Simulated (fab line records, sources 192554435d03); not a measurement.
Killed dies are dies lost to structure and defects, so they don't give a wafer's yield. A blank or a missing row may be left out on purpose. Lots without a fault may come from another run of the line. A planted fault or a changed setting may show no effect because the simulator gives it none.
One fault seen from 2 desks | flow n5_finfet | each desk has only its own numbers; what lay behind them comes last

THE METROLOGY DESK
What the gauges read, lot by lot, whatever tool the lot ran on: means of the sampled wafers that have a number. A lot is out of limits, marked OUT, if its mean lies more than 4 standard deviations from the usual mean; the brackets give that distance.
Columns: A = M14_THK at N5_BEOL_M14_THK_MEAS_50, usual 571 nm; B = M15_ILD_THK at N5_BEOL_M15_THK_MEAS_01, usual 1636 nm
lot  | first seen here | A   | B
L869 | day 13 03:49    | 584 | 1636
L870 | day 13 13:44    | 566 | 1628
L875 | day 14 07:47    | 574 | 1614
L876 | day 14 08:13    | 561 | 1655
L877 | day 15 04:35    | 581 | 1656
L881 | day 15 18:17    | 574 | 1653
L884 | day 16 01:47    | 575 | 1661
L885 | day 17 04:17    | 564 | 1639
L887 | day 17 05:31    | 566 | 1643
L888 | day 17 09:57    | 568 | 1629
L889 | day 17 20:13    | 580 | 1649
L890 | day 18 13:42    | 565 | 1635
L891 | day 18 13:59    | 566 | 1632
L892 | day 19 12:27    | 572 | 1643
This desk's finding: nothing out of limits on any of the 14 lots.

THE TOOL OWNER'S DESK: litho_track-03
The tool's own readings at N5_BEOL_M15_PEB_08 (peb time 90 s): means of the sampled wafers that have a number, for each lot that ran on this tool. A lot is out of limits, marked OUT, if its mean lies more than 4 standard deviations from the usual mean; the brackets give that distance.
Columns: A = chill_plate_temp_C at N5_BEOL_M15_PEB_08, usual 23.01 C; B = exhaust_pa at N5_BEOL_M15_PEB_08, usual 45.1 Pa; C = heater_power_total_W at N5_BEOL_M15_PEB_08, usual 172.4 W
lot  | first seen here | A     | B    | C
L869 | day 13 04:29    | 23.02 | 44.7 | 172.9
L877 | day 15 05:21    | 23.07 | 44.4 | 173.1
L884 | day 16 02:32    | 22.99 | 45.6 | 172.2
L885 | day 17 05:04    | 23.08 | 45.6 | 172.0
L888 | day 17 10:38    | 22.97 | 46.1 | 171.9
L891 | day 18 14:37    | 22.87 | 44.9 | 172.6
This desk's finding: nothing out of limits on any of the 6 lots.

PUT TOGETHER
The metrology desk saw nothing out of limits.
The tool owner's desk saw nothing out of limits.

WHAT THE SIMULATOR HAD PUT IN
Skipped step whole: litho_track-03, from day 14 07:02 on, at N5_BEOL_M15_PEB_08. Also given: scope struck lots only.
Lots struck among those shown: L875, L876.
